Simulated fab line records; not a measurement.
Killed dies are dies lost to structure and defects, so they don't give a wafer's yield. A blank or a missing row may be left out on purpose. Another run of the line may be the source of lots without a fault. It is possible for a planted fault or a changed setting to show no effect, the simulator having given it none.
fab line records | flow nand_harc | part 1 of 2: steps 1 to 25 of 30
[record] lots = 5 | wafers = 15 | last_day = 24
route steps=1159 shown A_CONTACT@874
lots that met no fault: from a run of the same line without faults
start_h: hours from the record's first day to the start of the lot's first wafer shown | wait_h: hours elapsed since this lot's preceding step | " repeats the value in the row above | L1.1+2: several wafers, shown together as one row | - value missing, or start not given | * or withheld: withheld | < > ~ a bound
route shown NAME@n: NAME is a module with steps in the file, n the number in the route of the first one | usual: the fault-free wafers' mean and standard deviation | same: alike in all rows | chamber/n: place in a boat | sites: the reading at each site | _std_site: the values' standard deviation | _edge_site: mean of outer sites minus mean of inner sites | radius_mm: for every site, how far away it sits from the centre of the wafer | mask NAME#n: copy n | behind: the most recent tool/chamber to have shaped the wafer | hold: why the lot was held/for how many hours/how that ended | device: the transistor (n, p or np) that didn't switch | end of line: at the end of the route, the tests of the same wafers | where a step has no rows: the recipe by itself | killed: the dies lost at the first sort to structure and to defects; this is not the yield of the wafer | map: shows each die of a wafer: x if killed, . if not, _ if none is there
set.NAME: the run value of the setting; set.NAME@STEP: its run value at that earlier step | model.NAME: the simulator's own value behind a step, which no gauge read
certain route steps with their lots: each step a table, each wafer a row
services: when a tool's chamber went out of use (start_h, in hours from the record's first day, below 0 if earlier), for how many hours, and the reason
[[steps]]
[step NHARC_A_CONTACT_ETCH_123]
[recipe] source_w = withheld | pressure_mtorr = 20 | bias_v = 400 | time_s = 253 | target_depth_a = 10900 | ar_flow_sccm = withheld | c4f8_flow_sccm = 11.5 | o2_flow_sccm = 7.2 | chemistry = C4F8/O2/Ar
[same] time_s = 253
lot.wafer | tool            | chamber | start_h | wait_h | rf_hours_counter_h
L076.3    | har_cap_etch-03 | 1       | 379.39  | 0.2    | -
L076.4    | "               | 0       | "       | "      | -
L076.6    | "               | 0       | "       | "      | -
L077.2    | har_cap_etch-02 | 0       | 380.15  | 0.1    | 9
L077.6    | "               | 0       | "       | "      | -
L077.5    | "               | 1       | "       | "      | -
L079.1    | har_cap_etch-01 | 0       | 407.02  | 0.1    | 63
L079.4    | "               | 0       | "       | "      | -
L079.3    | "               | 1       | "       | "      | -
L080.2    | har_cap_etch-03 | 1       | 410.45  | 0.1    | 87
L080.1    | "               | 0       | "       | "      | 87
L080.6    | "               | 0       | "       | "      | -
L096.1    | har_cap_etch-02 | 0       | 506.06  | 0.1    | 33
L096.5    | "               | 1       | "       | "      | -
L096.6    | "               | 0       | "       | "      | -
[step NHARC_A_CONTACT_ETCH_90]
[recipe] target_depth_a = 400 | over_etch_frac = 0.5 | time_s = 85.7 | ion_energy_ev = 120 | ch3f_flow_sccm = 50 | o2_flow_sccm = 30 | ar_flow_sccm = 200 | rf_w = 500 | bias_w = 100 | chemistry = CH3F/O2
[usual] ch3f_flow_sccm = 50.01/0.16 | drypump_motor_current_A = 5.59/0.26 | oes_product_au = 0.96/0.038 | rf_vpp_V = 244.3/1.6 | showerhead_plenum_p_Torr = 2.46/0.091 | throttle_valve_pct = 20.664/0.0099
[same] time_s = 85.7
lot.wafer | tool        | chamber | start_h | wait_h | ch3f_flow_sccm | drypump_motor_current_A | oes_product_au | rf_hours_counter_h | rf_vpp_V | showerhead_plenum_p_Torr | throttle_valve_pct
L076.4    | rie_diel-04 | 0       | 380.06  | 0.6    | 50.03          | 5.38                    | 0.99           | 28                 | 242.9    | 2.38                     | 20.657
L076.3    | "           | 1       | "       | "      | 49.86          | 5.57                    | 1.00           | 27                 | 244.9    | 2.63                     | 20.667
L076.6    | "           | 3       | "       | "      | 49.98          | 5.74                    | 0.99           | -                  | 243.3    | 2.52                     | 20.659
L077.2    | rie_diel-04 | 2       | 380.79  | 0.6    | 50.05          | 5.07                    | 0.92           | 29                 | 244.6    | 2.46                     | 20.676
L077.5    | "           | 0       | "       | "      | 50.12          | 5.40                    | 0.93           | -                  | 242.9    | 2.38                     | 20.660
L077.6    | "           | 1       | "       | "      | 50.19          | 5.54                    | 0.92           | -                  | 246.3    | 2.63                     | 20.661
L079.3    | rie_diel-04 | 0       | 407.62  | 0.4    | 49.99          | 5.37                    | 0.99           | 37                 | 243.1    | 2.37                     | 20.656
L079.4    | "           | 1       | "       | "      | 50.15          | 5.51                    | 1.00           | 37                 | 246.2    | 2.62                     | 20.668
L079.1    | "           | 3       | "       | "      | 50.14          | 5.75                    | 1.00           | 37                 | 246.5    | 2.52                     | 20.674
L080.2    | rie_diel-02 | 2       | 411.06  | 0.6    | 49.87          | 6.24                    | 0.92           | 31                 | 244.6    | 2.55                     | 20.656
L080.1    | "           | 3       | "       | "      | 49.83          | 4.93                    | 0.93           | 27                 | 242.8    | 2.42                     | 20.656
L080.6    | "           | 2       | "       | "      | 49.65          | 6.23                    | 0.92           | -                  | 245.7    | 2.55                     | 20.673
L096.1    | rie_diel-12 | 3       | 506.65  | 0.5    | 49.95          | 5.42                    | 0.92           | 20                 | 243.7    | 2.36                     | 20.653
L096.5    | "           | 0       | "       | "      | 50.08          | 5.53                    | 0.93           | -                  | 245.7    | 2.56                     | 20.648
L096.6    | "           | 1       | "       | "      | 50.25          | 5.82                    | 0.93           | -                  | 243.6    | 2.43                     | 20.653
[step NHARC_A_CONTACT_ETCH_96]
[recipe] target_depth_a = 200 | over_etch_frac = 0.5 | time_s = 10 | ion_energy_ev = 250 | c4f6_flow_sccm = 25 | o2_flow_sccm = 20 | ar_flow_sccm = 500 | rf_w = 600 | bias_w = 500 | chemistry = C4F6/O2
[usual] drypump_motor_current_A = 5.60/0.27 | oes_product_au = 0.971/0.027 | rf_vpp_V = 546.9/2.8 | showerhead_plenum_p_Torr = 3.92/0.13 | throttle_valve_pct = 26.903/0.0089
[same] time_s = 10
lot.wafer | tool        | chamber | start_h | wait_h | drypump_motor_current_A | oes_product_au | rf_hours_counter_h | rf_vpp_V | showerhead_plenum_p_Torr | throttle_valve_pct
L076.4    | rie_diel-04 | 0       | -       | -      | 5.38                    | 0.992          | 28                 | 545.0    | 3.80                     | 26.881
L076.3    | "           | 3       | "       | "      | 5.75                    | 1.008          | 28                 | 549.3    | 4.02                     | 26.899
L076.6    | "           | 1       | "       | "      | 5.57                    | 0.988          | -                  | 551.9    | 4.17                     | 26.915
L077.2    | rie_diel-04 | 1       | -       | -      | 5.57                    | 0.957          | 27                 | 552.7    | 4.17                     | 26.906
L077.6    | "           | 1       | "       | "      | 5.58                    | 0.953          | -                  | 552.1    | 4.17                     | 26.895
L077.5    | "           | 2       | "       | "      | 5.07                    | 0.954          | -                  | 547.4    | 3.93                     | 26.892
L079.4    | rie_diel-04 | 3       | -       | -      | 5.77                    | 1.000          | 37                 | 548.7    | 4.01                     | 26.900
L079.1    | "           | 1       | "       | "      | 5.56                    | 1.004          | 37                 | 551.5    | 4.17                     | 26.907
L079.3    | "           | 2       | "       | "      | 5.09                    | 1.007          | 39                 | 546.3    | 3.92                     | 26.903
L080.1    | rie_diel-02 | 3       | -       | -      | 4.94                    | 0.946          | 27                 | 546.9    | 3.86                     | 26.905
L080.2    | "           | 2       | "       | "      | 6.21                    | 0.947          | 31                 | 548.4    | 4.07                     | 26.903
L080.6    | "           | 3       | "       | "      | 4.92                    | 0.955          | -                  | 546.0    | 3.86                     | 26.896
L096.1    | rie_diel-12 | 1       | -       | -      | 5.77                    | 0.944          | 21                 | 546.9    | 3.88                     | 26.913
L096.5    | "           | 1       | "       | "      | 5.78                    | 0.943          | -                  | 545.1    | 3.88                     | 26.910
L096.6    | "           | 2       | "       | "      | 5.89                    | 0.936          | -                  | 544.5    | 3.77                     | 26.885
[step NHARC_A_CONTACT_CD_MEAS_53]
[usual] cd_nm = 189.6/0.57
lot.wafer | tool      | chamber | start_h | wait_h | cd_nm
L076.3    | cd_sem-01 | -       | 380.25  | -      | 189.2
L076.4    | "         | -       | "       | "      | 189.3
L076.6    | "         | -       | "       | "      | 189.1
L077.2    | cd_sem-01 | -       | 380.98  | -      | 188.6
L077.5    | "         | -       | "       | "      | 189.2
L077.6    | "         | -       | "       | "      | 188.5
L079.1    | cd_sem-03 | -       | 407.84  | -      | 189.3
L079.3    | "         | -       | "       | "      | 189.4
L079.4    | "         | -       | "       | "      | 189.8
L080.1    | cd_sem-02 | -       | 411.27  | -      | 188.6
L080.2    | "         | -       | "       | "      | 188.8
L080.6    | "         | -       | "       | "      | 188.3
L096.1    | cd_sem-03 | -       | 506.83  | -      | 189.9
L096.5    | "         | -       | "       | "      | 189.6
L096.6    | "         | -       | "       | "      | 189.9
[step NHARC_A_CONTACT_STRIP_99]
[recipe] n2_flow_sccm = 150 | h2_flow_sccm = 150 | ar_flow_sccm = 0 | bias_w = 0 | chemistry = N2/H2
lot.wafer  | tool        | chamber | start_h | wait_h
L076.4+3+6 | rie_diel-04 | 1,2,1   | 380.58  | 0.3
L077.2+5+6 | rie_diel-04 | 2,0,1   | 381.09  | 0.1
L079.1+4+3 | rie_diel-02 | 0,1,2   | 407.92  | 0.1
L080.1+2+6 | rie_diel-02 | 0,2,0   | 411.35  | 0.1
L096.1+6+5 | rie_diel-04 | 3,3,0   | 506.90  | 0.1
[step NHARC_A_CONTACT_STRIP_100]
[recipe] cf4_flow_sccm = 100 | chf3_flow_sccm = 30 | ar_flow_sccm = 0 | bias_w = 0 | chemistry = CF4/CHF3
lot.wafer  | tool        | chamber | start_h | wait_h
L076.4+3+6 | rie_diel-04 | 1,2,0   | 380.68  | 0.1
L077.2+5+6 | rie_diel-04 | 3,0,1   | 381.30  | 0.2
L079.4+3+1 | rie_diel-02 | 1,3,0   | 408.01  | 0.1
L080.2+1+6 | rie_diel-02 | 2,3,3   | 411.44  | 0.1
L096.1+6+5 | rie_diel-04 | 0,3,0   | 507.00  | 0.1
[step NHARC_A_CONTACT_STRIP_101]
[recipe] o2_flow_sccm = 400 | cos_flow_sccm = 20 | ar_flow_sccm = 0 | bias_w = 0 | chemistry = O2/COS
lot.wafer  | tool        | chamber | start_h | wait_h
L076.4+3+6 | rie_diel-04 | 1,3,0   | 380.74  | 0.1
L077.2+6+5 | rie_diel-04 | 1,1,2   | 381.37  | 0.1
L079.4+1+3 | rie_diel-02 | 2,3,1   | 408.07  | 0.1
L080.2+1+6 | rie_diel-02 | 1,3,1   | 411.51  | 0.1
L096.1+6+5 | rie_diel-04 | 3,3,0   | 507.06  | 0.1
[step NHARC_A_CONTACT_ETCH_102]
[recipe] target_depth_a = 700 | overetch_a = 70 | time_s = 38.5 | ion_energy_ev = 100 | cf4_flow_sccm = 80 | o2_flow_sccm = 20 | ar_flow_sccm = 0 | rf_w = 300 | bias_w = 100 | chemistry = CF4/O2
[usual] drypump_motor_current_A = 5.6/0.33 | oes_product_au = 0.999/0.0074 | rf_vpp_V = 197.9/1.3 | showerhead_plenum_p_Torr = 1.34/0.048 | throttle_valve_pct = 13.398/0.0093
[same] time_s = 38.5
lot.wafer | tool        | chamber | start_h | wait_h | drypump_motor_current_A | oes_product_au | rf_hours_counter_h | rf_vpp_V | showerhead_plenum_p_Torr | throttle_valve_pct
L076.4    | rie_diel-04 | 3       | 380.85  | 0.1    | 5.7                     | 0.998          | 29                 | 199.4    | 1.37                     | 13.404
L076.3    | "           | 0       | "       | "      | 5.4                     | 0.996          | 28                 | 197.9    | 1.29                     | 13.389
L076.6    | "           | 2       | "       | "      | 5.1                     | 1.006          | -                  | 199.3    | 1.34                     | 13.402
L077.2    | rie_diel-04 | 2       | 382.87  | 1.5    | 5.1                     | 0.992          | 31                 | 198.8    | 1.34                     | 13.386
L077.5    | "           | 3       | "       | "      | 5.7                     | 0.985          | -                  | 198.9    | 1.37                     | 13.400
L077.6    | "           | 0       | "       | "      | 5.4                     | 0.992          | -                  | 197.8    | 1.29                     | 13.391
L079.3    | rie_diel-02 | 0       | 408.13  | 0.0    | 5.6                     | 0.980          | 32                 | 200.5    | 1.40                     | 13.391
L079.4    | "           | 1       | "       | "      | 5.9                     | 1.001          | 31                 | 198.5    | 1.31                     | 13.407
L079.1    | "           | 3       | "       | "      | 4.9                     | 1.004          | 26                 | 196.4    | 1.31                     | 13.398
L080.2    | rie_diel-02 | 3       | 411.57  | 0.1    | 4.9                     | 1.014          | 27                 | 197.5    | 1.31                     | 13.388
L080.1    | "           | 0       | "       | "      | 5.6                     | 1.002          | 33                 | 199.3    | 1.40                     | 13.396
L080.6    | "           | 3       | "       | "      | 4.9                     | 1.004          | -                  | 197.1    | 1.31                     | 13.418
L096.1    | rie_diel-04 | 3       | 507.12  | 0.1    | 5.7                     | 0.997          | 11                 | 197.8    | 1.36                     | 13.383
L096.5    | "           | 3       | "       | "      | 5.7                     | 0.995          | -                  | 197.9    | 1.36                     | 13.402
L096.6    | "           | 0       | "       | "      | 5.3                     | 0.993          | -                  | 195.6    | 1.28                     | 13.398
[step NHARC_A_CONTACT_STRIP_55]
[recipe] o2_flow_sccm = 500 | ar_flow_sccm = 0 | bias_w = 0 | chemistry = O2
[usual] drypump_motor_current_A = 5.6/0.33 | oes_product_au = 0.999/0.0078 | rf_vpp_V = 57.8/0.98 | showerhead_plenum_p_Torr = 3.55/0.12 | throttle_valve_pct = 17.036/0.01
lot.wafer | tool        | chamber | start_h | wait_h | drypump_motor_current_A | oes_product_au | rf_hours_counter_h | rf_vpp_V | showerhead_plenum_p_Torr | throttle_valve_pct
L076.4    | rie_diel-04 | 1       | -       | -      | 5.5                     | 0.991          | 27                 | 58.2     | 3.76                     | 17.030
L076.3    | "           | 2       | "       | "      | 5.1                     | 0.998          | 29                 | 57.3     | 3.53                     | 17.031
L076.6    | "           | 3       | "       | "      | 5.7                     | 0.999          | -                  | 57.7     | 3.61                     | 17.023
L077.2    | rie_diel-04 | 3       | -       | -      | 5.7                     | 1.001          | 30                 | 58.2     | 3.61                     | 17.033
L077.6    | "           | 1       | "       | "      | 5.6                     | 0.991          | -                  | 57.3     | 3.76                     | 17.031
L077.5    | "           | 2       | "       | "      | 5.1                     | 1.005          | -                  | 57.6     | 3.53                     | 17.048
L079.3    | rie_diel-02 | 1       | -       | -      | 5.8                     | 0.997          | 31                 | 58.4     | 3.47                     | 17.044
L079.4    | "           | 2       | "       | "      | 6.2                     | 0.997          | 30                 | 57.5     | 3.66                     | 17.025
L079.1    | "           | 0       | "       | "      | 5.7                     | 0.996          | 32                 | 58.7     | 3.69                     | 17.031
L080.2    | rie_diel-02 | 3       | -       | -      | 4.9                     | 1.012          | 27                 | 56.6     | 3.47                     | 17.035
L080.1    | "           | 1       | "       | "      | 5.8                     | 0.989          | 32                 | 56.1     | 3.47                     | 17.055
L080.6    | "           | 0       | "       | "      | 5.6                     | 0.996          | -                  | 58.5     | 3.69                     | 17.033
L096.1    | rie_diel-04 | 0       | -       | -      | 5.4                     | 0.995          | 10                 | 57.8     | 3.39                     | 17.033
L096.6    | "           | 1       | "       | "      | 5.5                     | 0.999          | -                  | 56.8     | 3.73                     | 17.026
L096.5    | "           | 2       | "       | "      | 5.1                     | 1.020          | -                  | 58.8     | 3.51                     | 17.041
[step NHARC_A_CONTACT_STRIP_56]
[recipe] time_s = 600 | temp_c = 30 | chemistry = post_etch_residue_remover
[same] time_s = 600
lot.wafer  | tool         | chamber | start_h | wait_h
L076.3+4+6 | wet_bench-05 | 3,5,7   | 381.22  | -
L077.2+6+5 | wet_bench-05 | 2,4,7   | 383.29  | -
L079.1+4+3 | wet_bench-05 | 6,7,0   | 408.53  | -
L080.1+2+6 | wet_bench-05 | 2,4,5   | 411.99  | -
L096.6+1+5 | wet_bench-05 | 7,1,2   | 507.53  | -
[step NHARC_A_CONTACT_DEP_57]
[recipe] target_thk_a = 28000 | temp_c = 400 | material = aC
[usual] throttle_valve_pct = 35.001/0.0098
lot.wafer | tool       | chamber | start_h | wait_h | throttle_valve_pct
L076.3    | acl_dep-02 | 0       | 382.52  | -      | 35.001
L076.4    | "          | 0       | "       | "      | 35.005
L076.6    | "          | 0       | "       | "      | 35.007
L077.2    | acl_dep-03 | 0       | 383.89  | -      | 35.003
L077.5    | "          | 0       | "       | "      | 34.983
L077.6    | "          | 0       | "       | "      | 35.010
L079.1    | acl_dep-02 | 0       | 412.28  | -      | 35.015
L079.3    | "          | 0       | "       | "      | 35.004
L079.4    | "          | 0       | "       | "      | 34.990
L080.1    | acl_dep-01 | 0       | 413.92  | -      | 35.013
L080.2    | "          | 0       | "       | "      | 34.992
L080.6    | "          | 0       | 415.34  | -      | 34.985
L096.1    | acl_dep-02 | 0       | 507.90  | -      | 34.988
L096.5    | "          | 0       | 509.04  | -      | 34.983
L096.6    | "          | 0       | "       | "      | 35.008
[step NHARC_A_CONTACT_DEP_58]
[recipe] target_thk_a = 600 | target_thk_nm = 60 | temp_c = 400 | pressure_torr = 3.5 | flow_sccm = 200 | rf_w = 350 | material = SiON
[usual] heater_power_w = 739/83
lot.wafer | tool     | chamber | start_h | wait_h | heater_power_w
L076.3    | pecvd-03 | 0       | 383.82  | 1.0    | 637
L076.6    | "        | 2       | "       | "      | 790
L076.4    | "        | 0       | "       | "      | 643
L077.2    | pecvd-03 | 1       | 385.39  | 1.2    | 780
L077.5    | "        | 2       | "       | "      | 808
L077.6    | "        | 0       | "       | "      | 603
L079.1    | pecvd-01 | 1       | 414.06  | 1.5    | 736
L079.3    | "        | 0       | "       | "      | 685
L079.4    | "        | 1       | "       | "      | 745
L080.2    | pecvd-01 | 2       | 415.64  | 1.2    | 670
L080.1    | "        | 0       | "       | "      | 716
L080.6    | "        | 2       | "       | "      | 690
L096.1    | pecvd-01 | 1       | 509.71  | 1.5    | 798
L096.6    | "        | 1       | "       | "      | 646
L096.5    | "        | 2       | "       | "      | 728
[step NHARC_A_CONTACT_DEHYDRATE_59]
[recipe] temp_c = 150 | time_s = 120
[usual] heater_power_total_W = 182.6/1.2
[same] time_s = 120
lot.wafer | tool           | chamber | start_h | wait_h | heater_power_total_W
L076.3    | litho_track-06 | 0       | 384.03  | 0.2    | 180.8
L076.4    | "              | 0       | "       | "      | 184.0
L076.6    | "              | 0       | "       | "      | 181.8
L077.2    | litho_track-01 | 0       | 385.60  | 0.2    | 184.1
L077.5    | "              | 0       | "       | "      | 181.0
L077.6    | "              | 0       | "       | "      | 181.6
L079.1    | litho_track-06 | 0       | 414.34  | 0.2    | 184.3
L079.3    | "              | 0       | "       | "      | 184.0
L079.4    | "              | 0       | "       | "      | 183.3
L080.1    | litho_track-04 | 0       | 415.91  | 0.2    | 183.9
L080.2    | "              | 0       | "       | "      | 182.9
L080.6    | "              | 0       | "       | "      | 184.4
L096.1    | litho_track-04 | 0       | 509.95  | 0.2    | 181.5
L096.5    | "              | 0       | "       | "      | 181.5
L096.6    | "              | 0       | "       | "      | 184.8
[step NHARC_A_CONTACT_HMDS_60]
[recipe] time_s = 30
[same] time_s = 30
lot.wafer  | tool           | chamber | start_h | wait_h
L076.3+4+6 | litho_track-06 | 0       | -       | -
L077.2+5+6 | litho_track-01 | 0       | -       | -
L079.1+3+4 | litho_track-06 | 0       | -       | -
L080.1+2+6 | litho_track-04 | 0       | -       | -
L096.1+5+6 | litho_track-04 | 0       | -       | -
[step NHARC_A_CONTACT_COAT_61]
[recipe] temp_c = 260 | time_s = 75
[usual] heater_power_total_W = 486.7/1.6
[same] time_s = 75
lot.wafer | tool           | chamber | start_h | wait_h | heater_power_total_W
L076.3    | litho_track-06 | 0       | -       | -      | 488.4
L076.4    | "              | 0       | "       | "      | 486.4
L076.6    | "              | 0       | "       | "      | 486.7
L077.2    | litho_track-01 | 0       | -       | -      | 488.4
L077.5    | "              | 0       | "       | "      | 484.9
L077.6    | "              | 0       | "       | "      | 489.5
L079.1    | litho_track-06 | 0       | -       | -      | 485.0
L079.3    | "              | 0       | "       | "      | 488.5
L079.4    | "              | 0       | "       | "      | 487.4
L080.1    | litho_track-04 | 0       | -       | -      | 487.3
L080.2    | "              | 0       | "       | "      | 487.5
L080.6    | "              | 0       | "       | "      | 488.9
L096.1    | litho_track-04 | 0       | -       | -      | 486.8
L096.5    | "              | 0       | "       | "      | 484.9
L096.6    | "              | 0       | "       | "      | 488.9
[step NHARC_A_CONTACT_COAT_62]
[recipe] temp_c = 225 | time_s = 65
[usual] heater_power_total_W = 446.5/2
[same] time_s = 65
lot.wafer | tool           | chamber | start_h | wait_h | heater_power_total_W
L076.3    | litho_track-06 | 0       | -       | -      | 447.3
L076.4    | "              | 0       | "       | "      | 449.2
L076.6    | "              | 0       | "       | "      | 448.5
L077.2    | litho_track-01 | 0       | -       | -      | 448.7
L077.5    | "              | 0       | "       | "      | 444.0
L077.6    | "              | 0       | "       | "      | 447.7
L079.1    | litho_track-06 | 0       | -       | -      | 448.1
L079.3    | "              | 0       | "       | "      | 445.0
L079.4    | "              | 0       | "       | "      | 448.0
L080.1    | litho_track-04 | 0       | -       | -      | 448.0
L080.2    | "              | 0       | "       | "      | 444.0
L080.6    | "              | 0       | "       | "      | 445.2
L096.1    | litho_track-04 | 0       | -       | -      | 444.0
L096.5    | "              | 0       | "       | "      | 447.1
L096.6    | "              | 0       | "       | "      | 449.8
[step NHARC_A_CONTACT_COAT_63]
[recipe] spin_rpm = 1500 | resist_thk_nm = 90
lot.wafer  | tool           | chamber | start_h | wait_h
L076.3+4+6 | litho_track-06 | 0       | -       | -
L077.2+5+6 | litho_track-01 | 0       | -       | -
L079.1+3+4 | litho_track-06 | 0       | -       | -
L080.1+2+6 | litho_track-04 | 0       | -       | -
L096.1+5+6 | litho_track-04 | 0       | -       | -
[step NHARC_A_CONTACT_SOFTBAKE_64]
[recipe] temp_c = 105 | time_s = 55
[usual] heater_power_total_W = 188.44/0.14
[same] time_s = 55
lot.wafer | tool           | chamber | start_h | wait_h | heater_power_total_W
L076.3    | litho_track-06 | 0       | -       | -      | 188.66
L076.4    | "              | 0       | "       | "      | 188.73
L076.6    | "              | 0       | "       | "      | 188.32
L077.2    | litho_track-01 | 0       | -       | -      | 188.35
L077.5    | "              | 0       | "       | "      | 188.49
L077.6    | "              | 0       | "       | "      | 188.32
L079.1    | litho_track-06 | 0       | -       | -      | 188.68
L079.3    | "              | 0       | "       | "      | 188.41
L079.4    | "              | 0       | "       | "      | 188.64
L080.1    | litho_track-04 | 0       | -       | -      | 188.24
L080.2    | "              | 0       | "       | "      | 188.48
L080.6    | "              | 0       | "       | "      | 188.70
L096.1    | litho_track-04 | 0       | -       | -      | 188.37
L096.5    | "              | 0       | "       | "      | 188.36
L096.6    | "              | 0       | "       | "      | 188.57
[step NHARC_A_CONTACT_EBR_65]
lot.wafer  | tool           | chamber | start_h | wait_h
L076.3+4+6 | litho_track-06 | 0       | -       | -
L077.2+5+6 | litho_track-01 | 0       | -       | -
L079.1+3+4 | litho_track-06 | 0       | -       | -
L080.1+2+6 | litho_track-04 | 0       | -       | -
L096.1+5+6 | litho_track-04 | 0       | -       | -
[step NHARC_A_CONTACT_EXPOSE_66]
[recipe] na = 1.35 | sigma_outer = 0.8 | dose_mj = 59.02 | mask_id = A_CC_2
[usual] exposure_dose_mJ_cm2 = 58.99/0.059
lot.wafer | tool            | chamber | start_h | wait_h | mask     | exposure_dose_mJ_cm2
L076.3    | arfi_scanner-01 | 0       | 384.36  | -      | A_CC_2#0 | 58.88
L076.4    | "               | 0       | "       | "      | A_CC_2#0 | 58.91
L076.6    | "               | 0       | "       | "      | A_CC_2#0 | 58.92
L077.2    | arfi_scanner-01 | 0       | 385.79  | -      | A_CC_2#0 | 59.04
L077.5    | "               | 0       | "       | "      | A_CC_2#0 | 59.03
L077.6    | "               | 0       | "       | "      | A_CC_2#0 | 58.95
L079.1    | arfi_scanner-03 | 0       | 414.52  | -      | A_CC_2#0 | 59.03
L079.3    | "               | 0       | "       | "      | A_CC_2#0 | 58.99
L079.4    | "               | 0       | "       | "      | A_CC_2#0 | 59.05
L080.1    | arfi_scanner-01 | 0       | 416.22  | -      | A_CC_2#0 | 59.05
L080.2    | "               | 0       | "       | "      | A_CC_2#0 | 59.07
L080.6    | "               | 0       | "       | "      | A_CC_2#0 | 59.03
L096.1    | arfi_scanner-01 | 0       | 510.15  | -      | A_CC_2#0 | 58.88
L096.5    | "               | 0       | "       | "      | A_CC_2#0 | 58.95
L096.6    | "               | 0       | "       | "      | A_CC_2#0 | 58.97
[step NHARC_A_CONTACT_PEB_67]
[recipe] peb_temp_c = 100 | peb_time_s = 65
[usual] heater_power_total_W = 156.6/0.43
lot.wafer | tool           | chamber | start_h | wait_h | heater_power_total_W
L076.3    | litho_track-01 | 0       | 384.41  | 0.0    | 156.6
L076.4    | "              | 0       | "       | "      | 156.2
L076.6    | "              | 0       | "       | "      | 157.0
L077.2    | litho_track-06 | 0       | 385.85  | 0.1    | 156.9
L077.5    | "              | 0       | "       | "      | 157.1
L077.6    | "              | 0       | "       | "      | 155.9
L079.1    | litho_track-01 | 0       | 414.58  | 0.1    | 157.2
L079.3    | "              | 0       | "       | "      | 156.4
L079.4    | "              | 0       | "       | "      | 156.4
L080.1    | litho_track-04 | 0       | 416.28  | 0.1    | 156.6
L080.2    | "              | 0       | "       | "      | 156.8
L080.6    | "              | 0       | "       | "      | 157.0
L096.1    | litho_track-04 | 0       | 510.21  | 0.1    | 156.9
L096.5    | "              | 0       | "       | "      | 156.3
L096.6    | "              | 0       | "       | "      | 156.4
[step NHARC_A_CONTACT_DEVELOP_68]
[recipe] develop_time_s = 35 | dev_temp_c = 23
lot.wafer  | tool           | chamber | start_h | wait_h
L076.3+4+6 | litho_track-01 | 0       | -       | -
L077.2+5+6 | litho_track-06 | 0       | -       | -
L079.1+3+4 | litho_track-01 | 0       | -       | -
L080.1+2+6 | litho_track-04 | 0       | -       | -
L096.1+5+6 | litho_track-04 | 0       | -       | -
[step NHARC_A_CONTACT_CD_MEAS_69]
[recipe] target_cd_nm = 200 | landing_energy_ev = 500
[usual] cd_nm = 200.0/0.4
lot.wafer | tool      | chamber | start_h | wait_h | cd_nm
L076.3    | cd_sem-01 | 0       | 384.49  | -      | 199.9
L076.4    | "         | 0       | "       | "      | 199.9
L076.6    | "         | 0       | "       | "      | 199.9
L077.2    | cd_sem-01 | 0       | 385.93  | -      | 199.5
L077.5    | "         | 0       | "       | "      | 199.6
L077.6    | "         | 0       | "       | "      | 199.4
L079.1    | cd_sem-01 | 0       | 414.66  | -      | 199.8
L079.3    | "         | 0       | "       | "      | 199.9
L079.4    | "         | 0       | "       | "      | 200.2
L080.1    | cd_sem-01 | 0       | 416.36  | -      | 199.7
L080.2    | "         | 0       | "       | "      | 200.1
L080.6    | "         | 0       | "       | "      | 200.2
L096.1    | cd_sem-02 | 0       | 510.29  | -      | 199.4
L096.5    | "         | 0       | "       | "      | 200.1
L096.6    | "         | 0       | "       | "      | 199.8
[step NHARC_A_CONTACT_OVL_MEAS_70]
[usual] overlay_x_nm = 0.0/0.8 | overlay_y_nm = 0.2/0.66
lot.wafer | tool       | chamber | start_h | wait_h | overlay_x_nm | overlay_y_nm
L076.3    | overlay-02 | -       | 384.58  | -      | 1.0          | 0.8
L076.4    | "          | -       | "       | "      | 0.3          | 0.6
L076.6    | "          | -       | "       | "      | 0.7          | 0.6
L077.2    | overlay-01 | -       | 386.01  | -      | 0.4          | -0.3
L077.5    | "          | -       | "       | "      | 1.5          | 0.3
L077.6    | "          | -       | "       | "      | 0.7          | 0.3
L079.1    | overlay-01 | -       | 414.75  | -      | 0.1          | 0.5
L079.3    | "          | -       | "       | "      | 0.5          | 0.7
L079.4    | "          | -       | "       | "      | 0.8          | 0.8
L080.1    | overlay-02 | -       | 416.45  | -      | -0.1         | 1.3
L080.2    | "          | -       | "       | "      | -0.1         | 1.7
L080.6    | "          | -       | "       | "      | 0.1          | 1.2
L096.1    | overlay-02 | -       | 510.37  | -      | -0.1         | 0.2
L096.5    | "          | -       | "       | "      | 0.1          | -0.2
L096.6    | "          | -       | "       | "      | 0.4          | -0.7
[step NHARC_A_CONTACT_INSPECT_71]
[usual] raw_defect_count = 30/15
lot.wafer | tool              | chamber | start_h | wait_h | raw_defect_count
L076.3    | defect_inspect-01 | -       | 384.62  | 0.0    | 29
L076.4    | "                 | -       | "       | "      | 23
L076.6    | "                 | -       | "       | "      | 26
L077.2    | defect_inspect-02 | -       | 386.05  | 0.0    | 27
L077.5    | "                 | -       | "       | "      | 27
L077.6    | "                 | -       | "       | "      | 17
L079.1    | defect_inspect-02 | -       | 414.79  | 0.0    | 31
L079.3    | "                 | -       | "       | "      | 18
L079.4    | "                 | -       | "       | "      | 20
L080.1    | defect_inspect-02 | -       | 416.49  | 0.0    | 37
L080.2    | "                 | -       | "       | "      | 32
L080.6    | "                 | -       | "       | "      | 23
L096.1    | defect_inspect-02 | -       | 510.41  | 0.0    | 60
L096.5    | "                 | -       | "       | "      | 72
L096.6    | "                 | -       | "       | "      | 50
